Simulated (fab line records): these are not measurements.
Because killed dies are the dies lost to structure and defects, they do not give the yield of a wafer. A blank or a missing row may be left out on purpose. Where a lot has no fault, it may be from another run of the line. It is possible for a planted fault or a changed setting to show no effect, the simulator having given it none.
Problem report, 8D (eight disciplines) form, completed by code	flow nand harc	the parts of the form that need people (team, actions taken, sign-off) are left out

== 1. THE ISSUE ==
Wafers without a fault read 1.000 a.u., standard deviation 0.0093; oes product au at NHARC_P_M1_ETCH_35 reads a mean of 0.841 a.u. on 4 wafers belonging to 3 lots. That is -17 standard deviations from the usual mean.
The step: etches the open film in N2/H2, target depth 40 nm, overetch 12 nm, time 43.94 s.
Earliest sighting: wafer L281.4 on rie diel-10 at day 12 07:03. The record has a number at this step for 30 wafers belonging to 10 lots. The rule behind "out" and "out of limits": a value lying over 4 standard deviations away from the usual mean. The other wafers with a number count as sound.

== 2. WHAT THIS IS AND IS NOT ==
question	is	is not
which readings at this step	oes product au	bias w, chamber pressure mTorr, drypump motor current A, rf vpp V, showerhead plenum p Torr, throttle valve pct
which lots	L281, L282, L283	L267, L269, L271, L275, L286, L287, L290
which wafers of those lots	L281.4, L281.5, L282.4, L283.2	L281.6, L282.3, L282.6, L283.3, L283.6
read on which tools	rie diel-10	rie diel-11
when	from day 12 07:03	up to then (13 sound wafers); but 13 sound wafers of L282, L283, L286, L287, L290 came after

== 3. SUSPECTS, AND WHAT RULES EACH OUT ==
Counting: a tool at a process step up to the reading stays a suspect if it ran every lot that is out. Sound lots after the first of them don't rule it out here, since some wafers of a struck lot are sound.
- rie diel-10 at NHARC_P_M1_DESCUM_14 (chemistry O2, time 3 s): kept. It processed each lot that is out (first: L281, day 12 06:58); up to then, its last sound lot is L271 (day 8 00:09).
- rie diel-10 at NHARC_P_M1_ETCH_35 (etches the open film in N2/H2, target depth 40 nm, overetch 12 nm, time 43.94 s): kept. It processed each lot that is out (first: L281, day 12 07:03); up to then, its last sound lot is L271 (day 8 00:14). Out on those wafers are its own readings of oes product au.
After counting, rie diel-10 at NHARC_P_M1_DESCUM_14 and rie diel-10 at NHARC_P_M1_ETCH_35 remain.

== 4. THE CAUSE (what the simulator had put in) ==
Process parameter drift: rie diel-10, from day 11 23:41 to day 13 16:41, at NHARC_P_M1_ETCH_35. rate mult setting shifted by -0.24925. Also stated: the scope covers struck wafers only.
2 suspects survive the count, and this tool is in that group.

== 5. SEQUENCE OF EFFECTS, ordered by route ==
One row per reading whose mean, taken over the struck wafers that have a number, lies over 3 standard deviations from the usual. Only readings whose record carries a usual standard deviation are examined. hours: median over the lots of the time between each lot's start at the first step of this table that gives one and its start at this step. sigmas: the change, counted in usual standard deviations.
hours	step	reading	usual	on struck wafers	change	sigmas
0	NHARC_P_M1_ETCH_35	oes product au	1.000 a.u.	0.841	-0.159	-17
The process steps in it:
- NHARC_P_M1_ETCH_35: etches the open film in N2/H2, target depth 40 nm, overetch 12 nm, time 43.94 s.
At these later measuring or inspecting steps, every struck wafer for which the step has a row has a number for every such reading, and none has moved that far: NHARC_END_SORT_01.

== 6. WHAT WOULD HAVE CAUGHT IT SOONER ==
7 hours passed between the start of the fault at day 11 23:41 and the first reading out of limits in this record, taken at day 12 07:03.
